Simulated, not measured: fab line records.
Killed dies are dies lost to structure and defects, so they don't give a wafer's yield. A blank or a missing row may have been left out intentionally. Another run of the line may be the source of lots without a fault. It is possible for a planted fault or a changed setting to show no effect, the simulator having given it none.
Which of the tools did it? | flow n5_finfet | 8 lots, 24 wafers sampled, at 4 steps of a route of 1938

== WHAT THE GAUGES READ, wafer by wafer ==
N5_DUMMY_REMOVAL_INSPECT_06: inspects for defects (brightfield).
lot  | measured    | on                | raw_defect_count
L926 | day 4 14:09 | defect_inspect-01 | 6 14 8
L931 | day 5 16:52 | defect_inspect-02 | 9 11 20
L933 | day 6 03:23 | defect_inspect-01 | 7 5 2
L934 | day 6 11:43 | defect_inspect-02 | 12 9 9
L936 | day 6 21:05 | defect_inspect-02 | 16 20 16
L942 | day 8 08:15 | defect_inspect-01 | 126 153 151
L943 | day 8 15:17 | defect_inspect-02 | 170 132 130
L947 | day 9 18:02 | defect_inspect-01 | 10 8 7

== WHAT TOOL EACH LOT RAN ON (gives the tool, then ch and the chambers of the sampled wafers, and finally the start) ==
lot  | N5_SDB_HM_DEP_00               | N5_DUMMY_REMOVAL_HM_STRIP_01      | N5_DUMMY_REMOVAL_STRIP_10
L926 | pecvd-01 ch 0,1,2, day 4 09:33 | rie_diel-06 ch 0,1,2, day 4 13:58 | rie_diel-06 ch 0,1,2, day 4 13:59
L931 | pecvd-04 ch 0,1, day 5 12:11   | rie_diel-03 ch 1,2, day 5 16:40   | rie_diel-03 ch 1,2, day 5 16:42
L933 | pecvd-01 ch 0,1,2, day 5 22:45 | rie_diel-06 ch 1,2, day 6 03:11   | rie_diel-06 ch 1,2, day 6 03:13
L934 | pecvd-04 ch 0,1,2, day 6 06:19 | rie_diel-03 ch 0,1,2, day 6 11:32 | rie_diel-03 ch 0,1,2, day 6 11:34
L936 | pecvd-01 ch 0,1,2, day 6 16:31 | rie_diel-06 ch 0,1,2, day 6 20:53 | rie_diel-06 ch 0,1,2, day 6 20:55
L942 | pecvd-04 ch 0,2, day 8 03:17   | rie_diel-06 ch 0,1, day 8 08:03   | rie_diel-06 ch 0,1, day 8 08:05
L943 | pecvd-04 ch 0,1,2, day 8 10:29 | rie_diel-06 ch 0,1,2, day 8 15:05 | rie_diel-06 ch 0,1,2, day 8 15:07
L947 | pecvd-03 ch 0,2, day 9 13:20   | rie_diel-05 ch 0,1,3, day 9 17:50 | rie_diel-05 ch 0,1,3, day 9 17:53
- N5_SDB_HM_DEP_00: deposits SiNx from SiH4/NH3/N2, target thk 40 nm, time 35.3 s.
- N5_DUMMY_REMOVAL_HM_STRIP_01: strips SiNx in CH3F/O2, stops on poly-Si, target depth 4 nm, time 6.8 s.
- N5_DUMMY_REMOVAL_STRIP_10: strips in N2/H2, time 40 s.

== THE ANSWER, worked out from the rows above alone ==
Rule: the lots themselves supply what counts as usual. The widest of any qualifying gaps counts: lots, ordered by their means at a reading, are off when they make up no more than a third of the lots, leave a main group of 4 or more, and stand apart from it by 3 or more times the standard deviation of that group's means. Not used: any main group whose means are identical at the precision the tables above print for the reading. A lot without any number at a reading at which 4 lots or more have one is off too. Any other lot the step has rows for is counted as sound.
Off: L942, L943, at N5_DUMMY_REMOVAL_INSPECT_06 (raw_defect_count). Mean 10 and standard deviation 4 in the main group.
If a tool, at a process step before that reading, ran all the lots that are off and no sound lot after the first of them, it fits. The gauges at N5_DUMMY_REMOVAL_INSPECT_06 are tried like those tools. 2 tools fit, pecvd-04 at N5_SDB_HM_DEP_00 and rie_diel-06 at N5_DUMMY_REMOVAL_HM_STRIP_01 and N5_DUMMY_REMOVAL_STRIP_10, so this cannot tell which one it is.

== WHAT THE SIMULATOR HAD INSERTED ==
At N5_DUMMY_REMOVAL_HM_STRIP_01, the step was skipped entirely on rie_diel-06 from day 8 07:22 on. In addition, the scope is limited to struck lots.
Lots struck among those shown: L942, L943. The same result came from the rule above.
